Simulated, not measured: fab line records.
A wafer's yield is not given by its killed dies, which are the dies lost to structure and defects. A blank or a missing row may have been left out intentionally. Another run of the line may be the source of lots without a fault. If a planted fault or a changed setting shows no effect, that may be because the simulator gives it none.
fab line records	flow n5-finfet
[record] lots = 4	wafers = 12	last-day = 18
route steps=1938 shown MOL_CONTACT_COAG@551 BEOL_M4@1111
lots untouched by any fault: they come from a run of this same line in which no faults occurred
start-h: hours from the record's opening day to when the first of the lot's shown wafers began	wait-h: how many hours have passed since the lot's step before this one	" same as the row above	L1.1+2: one row covering several wafers at once	- no value, or no start was given	* or withheld: withheld	< > ~ a bound
route shown NAME@n: a module of which the file shows steps, and the number in the route of the first	usual: average and standard deviation across the fault-free wafers	same: alike in all rows	chamber/n: place in a boat	sites: each site's reading	_std_site: their standard deviation	_edge_site: outer sites' mean less inner sites'	radius-mm: for every site, how far away it sits from the centre of the wafer	mask NAME#n: copy n	behind: the most recent tool/chamber to have shaped the wafer	hold: why the lot was held/for how many hours/how that ended	device: the transistor (n, p or np) that didn't switch	end of line: the tests these same wafers got at the end of their route	step lacking rows: just its recipe	killed: dies lost to structure and defects at the first sort, not the wafer's yield	map: per-die view of a wafer (x killed, . not killed, _ where there is no die)
set.NAME: the run value of the setting; set.NAME@STEP: its run value at that earlier step	model.NAME: the simulator's own value behind a step, which no gauge read
a table for each step, a row for each wafer; lots at some steps of the route
services: the hour from which a tool's chamber was out of use, counted from the record's first day as start-h (under 0 if before that day), plus the number of hours and why
[[steps]]
[step N5_MOL_CONTACT_COAG_SPUTTER_130]
[recipe] material = Co	target-thk-a = 475	temp-c = 25	chamber-pressure-pa = 0.5	power-w = 3000
[step N5_MOL_CONTACT_COAG_PRECLEAN_125]
[recipe] chemistry = DIW	time-s = 57.5	temp-c = 23
[step N5_MOL_CONTACT_COAG_SRD_126]
[recipe] dry-time-s = 32	dry = n2-spin	spin-rpm = 1500
[step N5_MOL_CONTACT_COAG_CMP_23]
[recipe] stop-on = SiO2	t-overpolish-s = 1.5	post-cmp-clean = cu-alkaline	down-force-psi = 2	platen-rpm = 50.289	pad-velocity-m-s = 1.0006	target-thk-nm = 0
[step N5_MOL_CONTACT_COAG_WET_ETCH_26]
[recipe] target = Co	target-depth-nm = 13
[step N5_MOL_CONTACT_COAG_WET_ETCH_116]
[recipe] chemistry = SC1-inhibited	target-depth-nm = 4.6	dry = ipa-marangoni	rinse-time-s = 30	rinse-temp-c = 23
[step N5_MOL_CONTACT_COAG_ALD_27]
[recipe] material = SiOC	target-thk-a = 170	temp-c = 400	ald-precursor-family = carbosiloxane	ald-co-reactant = H2-plasma	pulse-time-s = 1.5	time-s = 2720	purge-time-s = 2	co-reactant-purge-time-s = 2	ald-cycles = 340	pressure-torr = 2
[step N5_MOL_CONTACT_COAG_CMP_28]
[recipe] stop-on = SiNx	t-overpolish-s = 0.85	post-cmp-clean = alkaline-brush	down-force-psi = 4.15	platen-rpm = 51.8	pad-velocity-m-s = 1.0307	target-thk-nm = 14.522
[step N5_MOL_CONTACT_COAG_ALD_123]
[recipe] material = SiNx	target-thk-a = 50	temp-c = 400	ald-precursor-family = SiH2I2	ald-co-reactant = N2/H2-plasma	pulse-time-s = 1	purge-time-s = 2	co-reactant-purge-time-s = 2	ald-cycles = 100	pressure-torr = 2
[step N5_MOL_CONTACT_COAG_PECVD_31]
[recipe] material = SiO2	target-thk-a = 460	temp-c = 400	precursor = TEOS/O2	pressure-torr = 6.5	rf-w = withheld	teos-flow-sccm = withheld	gas = O2	flow-sccm = 2650	time-s = 8.9
[usual] susceptor-temp-C = 399.97/0.22
lot.wafer	tool	chamber	start-h	wait-h	susceptor-temp-C	model.SiO2_of_MOL_CONTACT_COAG_PECVD_31.thk-nm
L998.2	pecvd-02	2	155.81	0.3	399.88	46
L998.3	"	1	"	"	400.08	46.6
L998.4	"	2	"	"	400.23	46.8
L101.1	pecvd-02	1	176.11	0.3	393.40	47.6
L101.3	"	0	"	"	393.52	47.4
L101.5	"	1	"	"	393.41	48.6
L102.4	pecvd-02	2	176.36	0.0	393.25	48.6
L102.5	"	0	"	"	393.50	48.4
L102.6	"	1	"	"	392.91	48.8
L113.1	pecvd-04	1	242.37	0.3	399.96	46.4
L113.5	"	2	"	"	399.97	47
L113.6	"	0	"	"	400.07	46.8
[step N5_MOL_CONTACT_COAG_COAT_75]
[recipe] resist = SOC	temp-c = 250	time-s = 60	spin-rpm = 1500	resist-thk-nm = 60
[step N5_MOL_CONTACT_COAG_COAT_76]
[recipe] resist = SiARC	temp-c = 220	time-s = 60	spin-rpm = 1500	resist-thk-nm = 10
[step N5_MOL_CONTACT_COAG_COAT_77]
[recipe] resist = underlayer	temp-c = 205	time-s = 60	spin-rpm = 1500	resist-thk-nm = 10
[step N5_MOL_CONTACT_COAG_COAT_78]
[recipe] resist = CAR-EUV	spin-rpm = 1500	resist-thk-nm = 40
[step N5_MOL_CONTACT_COAG_EBR_80]
[recipe] solvent = PGMEA	ebr-width-mm = 1.5
[step N5_MOL_CONTACT_COAG_SOFTBAKE_79]
[recipe] temp-c = 110	time-s = 60	resist = CAR-EUV
[step N5_MOL_CONTACT_COAG_EXPOSE_81]
[recipe] mask-id = VG	na = 0.33	source-shape = annular	sigma-inner = 0.3	sigma-outer = 0.7	polarization = unpolarized	defocus-nm = 0	dose-mj = 59.5
[step N5_MOL_CONTACT_COAG_PEB_82]
[recipe] peb-temp-c = 100	peb-time-s = 60	resist = CAR-EUV
[step N5_MOL_CONTACT_COAG_DEVELOP_83]
[recipe] develop-time-s = 30	developer = TMAH	resist = CAR-EUV	rinse-liquid = surfactant-rinse	dry = air-spin	dev-temp-c = 23
[step N5_MOL_CONTACT_COAG_DESCUM_88]
[recipe] chemistry = O2	time-s = 7	source-power-w = 50	bias-power-w = 20	pressure-mtorr = 20	rf-frequency-hz = 2.712e+07	temp-c = 40	resist = CAR-EUV	o2-flow-sccm = 225
[step N5_MOL_CONTACT_COAG_ETCH_89]
[recipe] chemistry = N2/H2	target = underlayer	target-depth-a = 130	mask-material = CAR-EUV	time-s = 10.4	ion-energy-ev = 200	pressure-mtorr = 30	source-w = 840	bias-w = 150	n2-flow-sccm = 200	h2-flow-sccm = 200	ends = cleared
[step N5_MOL_CONTACT_COAG_ETCH_90]
[recipe] chemistry = CF4	target = SiARC	target-depth-a = 130	mask-material = CAR-EUV	time-s = 21.7	ion-energy-ev = 80	pressure-mtorr = 40	source-w = 545	bias-w = 36	Ar_flow_sccm = 100	cf4-flow-sccm = 100	ends = cleared
[step N5_MOL_CONTACT_COAG_ALD_131]
[recipe] material = SiO2	target-thk-a = 50	temp-c = 100	ald-precursor-family = BDEAS	ald-co-reactant = O2-plasma	pulse-time-s = 1	co-reactant-pulse-time-s = 1	purge-time-s = 2	co-reactant-purge-time-s = 2	ald-cycles = 35	pressure-torr = 2
[step N5_MOL_CONTACT_COAG_ETCHBACK_132]
[recipe] chemistry = CHF3	target = SiO2	target-depth-a = 100	time-s = 6.7	ion-energy-ev = 200	pressure-mtorr = 30	source-w = 610	bias-w = 170	Ar_flow_sccm = 200	CHF3_flow_sccm = 50
[step N5_MOL_CONTACT_COAG_ETCH_91]
[recipe] chemistry = N2/H2	target = SOC	target-depth-a = 600	overetch-a = 210	mask-material = SiARC	temp-c = 40	time-s = 101.2	ion-energy-ev = 200	pressure-mtorr = 30	source-w = 840	bias-w = 150	n2-flow-sccm = 200	h2-flow-sccm = 200
[step N5_MOL_CONTACT_COAG_STRIP_92]
[recipe] chemistry = N2/H2	temp-c = 40	n2-flow-sccm = 200	h2-flow-sccm = 200	rf-frequency-hz = 6e+07
[step N5_MOL_CONTACT_COAG_STRIP_93]
[recipe] chemistry = N2/H2	temp-c = 40	n2-flow-sccm = 200	h2-flow-sccm = 200	rf-frequency-hz = 6e+07
[step N5_MOL_CONTACT_COAG_ETCHBACK_135]
[recipe] chemistry = CHF3	target = SiO2	target-depth-a = 250	time-s = 16.7	ion-energy-ev = 200	pressure-mtorr = 30	source-w = 610	bias-w = 170	Ar_flow_sccm = 200	CHF3_flow_sccm = 50
[step N5_MOL_CONTACT_COAG_STRIP_118]
[recipe] chemistry = CHF3	resist = SiARC	rf-frequency-hz = 6e+07
[step N5_MOL_CONTACT_COAG_VIA_ETCH_46]
[recipe] chemistry = C4F6/O2	target-depth-a = 460	overetch-a = 92	mask-material = SOC	target = SiO2	bias-w = 455	pressure-mtorr = 10	time-s = 40	source-w = 325	Ar_flow_sccm = 300	C4F6_flow_sccm = 10	O2_flow_sccm = 10	ion-energy-ev = 575.3	ends = end-point
[usual] drypump-motor-current-A = 5.7/0.47	oes-product-au = 0.70/0.078	rf-fwd-power-W = 323.1/1.3	rf-vpp-V = 1597/17	showerhead-plenum-p-Torr = 2.86/0.1	throttle-valve-pct = 40.9/0.36
lot.wafer	tool	chamber	start-h	wait-h	drypump-motor-current-A	oes-product-au	rf-fwd-power-W	rf-hours-counter-h	rf-vpp-V	showerhead-plenum-p-Torr	throttle-valve-pct	model.etch.depth-nm
L998.2	rie-diel-05	1	156.97	0.0	5.2	0.74	324.6	69	1626	2.87	41.3	46.05
L998.3	"	3	"	"	4.9	0.64	325.2	189	1597	2.94	40.7	46.65
L998.4	"	0	"	"	5.9	0.84	322.3	-	1581	2.78	40.5	46.87
L101.1	rie-diel-02	0	177.28	0.0	6.4	0.68	322.9	173	1600	2.83	40.5	47.54
L101.3	"	1	"	"	6.6	0.74	323.8	80	1597	2.97	40.3	47.31
L101.5	"	1	"	"	6.6	0.75	323.0	-	1596	2.98	40.3	48.58
L102.4	rie-diel-06	2	177.98	0.0	5.1	0.67	323.5	-	1588	2.71	41.2	48.56
L102.5	"	0	"	"	5.8	0.62	322.8	-	1563	2.79	41.2	48.43
L102.6	"	3	"	"	5.8	0.82	322.5	-	1612	3.01	40.9	48.8
L113.1	rie-diel-06	1	243.43	0.0	5.9	0.83	321.7	23	1609	3.01	41.5	46.41
L113.5	"	1	"	"	5.9	0.83	321.3	-	1608	3.01	41.5	46.98
L113.6	"	0	"	"	5.8	0.61	323.6	-	1562	2.79	41.2	46.85
[step N5_MOL_CONTACT_COAG_STRIP_96]
[recipe] chemistry = N2/H2	power-w = 500	temp-c = 40	pressure-mtorr = 50	rf-frequency-hz = 6e+07	overash-fraction = 0.3	bias-power-w = 28	h2-frac = 0.5	n2-flow-sccm = 300	h2-flow-sccm = 300
[step N5_MOL_CONTACT_COAG_ETCH_47]
[recipe] chemistry = CH3F/O2	target = SiNx	target-depth-a = 270	mask-material = SiO2	stop-on = W	over-etch-frac = 0.2	ion-energy-ev = 120	endpoint = OES-CN	pressure-mtorr = 30	source-w = 395	bias-w = 73	Ar_flow_sccm = 150	CH3F_flow_sccm = 30	O2_flow_sccm = 20	ends = end-point
[step N5_MOL_CONTACT_COAG_STRIP_119]
[recipe] chemistry = N2/H2	time-s = 30	power-w = 1000	temp-c = 250	pressure-mtorr = withheld	n2-flow-sccm = 1750	h2-flow-sccm = 3250
[step N5_MOL_CONTACT_COAG_PRECLEAN_144]
[recipe] chemistry = alkaline-clean	temp-c = 60	time-s = 60	do-ppb = 50
[step N5_MOL_CONTACT_COAG_SRD_145]
[recipe] dry = ipa-marangoni	time-s = 30	temp-c = 23	rinse-liquid = diw
[step N5_MOL_CONTACT_COAG_CMP_52]
[recipe] stop-on = SiO2	t-overpolish-s = 1.5	post-cmp-clean = w-dilute-nh4oh	down-force-psi = 4	platen-rpm = 50.289	pad-velocity-m-s = 1.0006	target-thk-nm = 66.5
[usual] edge-zone-pressure-frac = 1.000/0.0049	motor-current-A = 12.2/1.4	overpolish-run-s = 1.500/0.0095	time-to-endpoint-s = 13.8/1.7
lot.wafer	tool	chamber	start-h	wait-h	edge-zone-pressure-frac	motor-current-A	overpolish-run-s	time-to-endpoint-s	model.SiO2_of_MOL_CONTACT_COAG_PECVD_31.thk-nm
L998.2	cmp-02	3	159.17	0.0	1.001	13.0	1.490	13.8	44
L998.4	"	0	"	"	1.001	9.3	1.491	11.2	44.8
L998.3	"	1	"	"	1.000	10.5	1.501	13.8	44.6
L101.1	cmp-04	1	179.83	0.0	1.002	12.7	1.505	15.2	45.4
L101.3	"	0	"	"	1.001	12.5	1.498	14.5	45.2
L101.5	"	1	"	"	1.001	11.6	1.491	14.5	46.6
L102.4	cmp-03	2	180.58	0.1	0.999	11.5	1.500	17.1	46.4
L102.5	"	3	"	"	0.990	14.1	1.480	11.7	46.4
L102.6	"	0	"	"	0.999	13.3	1.501	14.9	46.8
L113.1	cmp-04	2	246.05	0.0	1.011	12.6	1.515	14.8	44.4
L113.6	"	2	"	"	1.012	12.6	1.499	14.5	44.8
L113.5	"	3	"	"	0.990	12.2	1.509	12.4	44.8
[step N5_MOL_CONTACT_COAG_THK_MEAS_53]
[recipe] reads = SiO2_of_MOL_CONTACT_COAG_PECVD_31
[usual] VIA_MOL_THK = 44.2/0.6
lot.wafer	tool	chamber	start-h	wait-h	VIA_MOL_THK[nm]
L998.2	film-metro-02	-	159.47	-	44.0
L998.3	"	-	"	"	44.7
L998.4	"	-	"	"	44.8
L101.1	film-metro-02	-	180.13	-	45.5
L101.3	"	-	"	"	45.2
L101.5	"	-	"	"	46.5
L102.4	film-metro-02	-	180.76	-	46.5
L102.5	"	-	"	"	46.4
L102.6	"	-	"	"	46.8
L113.1	film-metro-01	-	246.34	-	44.3
L113.5	"	-	"	"	44.9
L113.6	"	-	"	"	44.8
[step N5_BEOL_M4_RC_MEAS_101]
[usual] DIBL_N = 35.9/1.4	DIBL_P = 35.9/1.7	IOFF_N = 0.155/0.023	IOFF_P = 0.201/0.029	ION_N = 672/8.8	ION_P = 460/7	SS_N = 71.6/0.48	SS_P = 73.1/0.64	VT_N = 250.0/3	VT_P = -251.6/3
lot.wafer	tool	chamber	start-h	wait-h	DIBL_N[mV/V]	DIBL_P[mV/V]	IOFF_N[nA/um]	IOFF_P[nA/um]	ION_N[uA/um]	ION_P[uA/um]	SS_N[mV/dec]	SS_P[mV/dec]	VT_N[mV]	VT_P[mV]
L998.2	prober-01	0	224.34	0.2	36.5	36.7	0.164	0.180	666	454	70.9	73.1	248.0	-254.2
L998.3	"	0	"	"	39.5	40.3	0.239	0.238	688	459	72.3	74.1	241.2	-250.3
L998.4	"	0	"	"	36.0	35.5	0.149	0.167	663	444	71.4	72.6	247.5	-255.5
L102.4	prober-02	0	245.94	0.5	36.8	35.7	0.147	0.197	664	453	71.8	73.1	249.5	-252.6
L102.5	"	0	"	"	36.0	34.5	0.139	0.184	669	463	71.3	72.6	252.9	-253.6
L102.6	"	0	"	"	38.1	36.3	0.165	0.204	677	457	71.8	72.6	250.8	-250.2
L101.1	prober-01	0	248.38	0.0	35.2	37.6	0.181	0.236	675	470	71.9	73.9	246.2	-250.2
L101.3	"	0	"	"	33.8	36.1	0.148	0.212	672	468	72.0	72.9	249.1	-249.2
L101.5	"	0	"	"	34.0	36.5	0.150	0.210	680	467	71.3	72.2	249.6	-248.4
L113.1	prober-02	0	311.49	0.0	34.9	34.0	0.134	0.199	669	469	71.5	72.6	254.6	-251.2
L113.5	"	0	"	"	35.8	34.6	0.145	0.206	670	463	72.1	73.7	249.8	-252.6
L113.6	"	0	"	"	35.1	34.6	0.141	0.203	667	459	71.2	72.7	251.0	-249.2
[[services]]
tool	chamber	start-h	hours	kind
cmp-02	-	133.62	-	consumable-replace:conditioner
cmp-02	-	133.62	-	consumable-replace:pad
pecvd-04	-	133.79	2.8	pm
pecvd-04	-	138.03	0.5	repair
cmp-04	-	151.66	0.4	repair
pecvd-04	1	152.85	5.5	scheduled-down
cmp-03	-	158.87	4.2	repair
cmp-04	-	160.56	1.0	repair
cmp-04	-	163.28	0.5	repair
cmp-02	-	163.61	2.4	repair
rie-diel-06	1	170.03	-	clean
rie-diel-06	1	170.03	-	consumable-replace:focus-ring
rie-diel-06	1	170.03	-	consumable-replace:showerhead
rie-diel-06	1	170.03	12.2	scheduled-down
rie-diel-06	1	170.03	12.2	vent-cycle
pecvd-02	-	181.36	28.1	pm
pecvd-04	-	181.78	1.6	repair
cmp-02	-	184.71	0.3	repair
cmp-03	-	196.07	4.0	pm
rie-diel-06	0	200.31	15.8	repair
cmp-02	-	214.46	3.9	repair
cmp-02	-	229.11	3.4	repair
cmp-02	-	233.99	3.5	repair
cmp-02	-	245.13	5.6	repair
[[key]]
[first-sign] step = N5_MOL_CONTACT_COAG_PECVD_31	reading = susceptor-temp-C	direction = down	sigmas = 30	usual = *	struck = *
[effect] step = N5_MOL_CONTACT_COAG_THK_MEAS_53	reading = VIA_MOL_THK	direction = up	sigmas = 3.2	usual = 44.2	struck = 46.1
[model-effect] step = N5_MOL_CONTACT_COAG_PECVD_31	value = SiO2_of_MOL_CONTACT_COAG_PECVD_31.thk-nm	without = 46.43	struck = 48.23
[model-effect] step = N5_MOL_CONTACT_COAG_VIA_ETCH_46	value = etch.depth-nm	without = 46.46	struck = 48.2
[model-effect] step = N5_MOL_CONTACT_COAG_CMP_52	value = SiO2_of_MOL_CONTACT_COAG_PECVD_31.thk-nm	without = 44.43	struck = 46.13
met-at N5_MOL_CONTACT_COAG_PECVD_31
struck-wafers L101.1,L101.3,L101.5,L102.4,L102.5,L102.6
onset-between 155.81 176.11
[fault] kind = process-parameter-drift	tool = pecvd-02	chamber = -	onset-h = 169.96	steps = N5_MOL_CONTACT_COAG_PECVD_31	channel = temp-c	offset = *	shape = step	end-h = 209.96	acts-in = *	stated = *
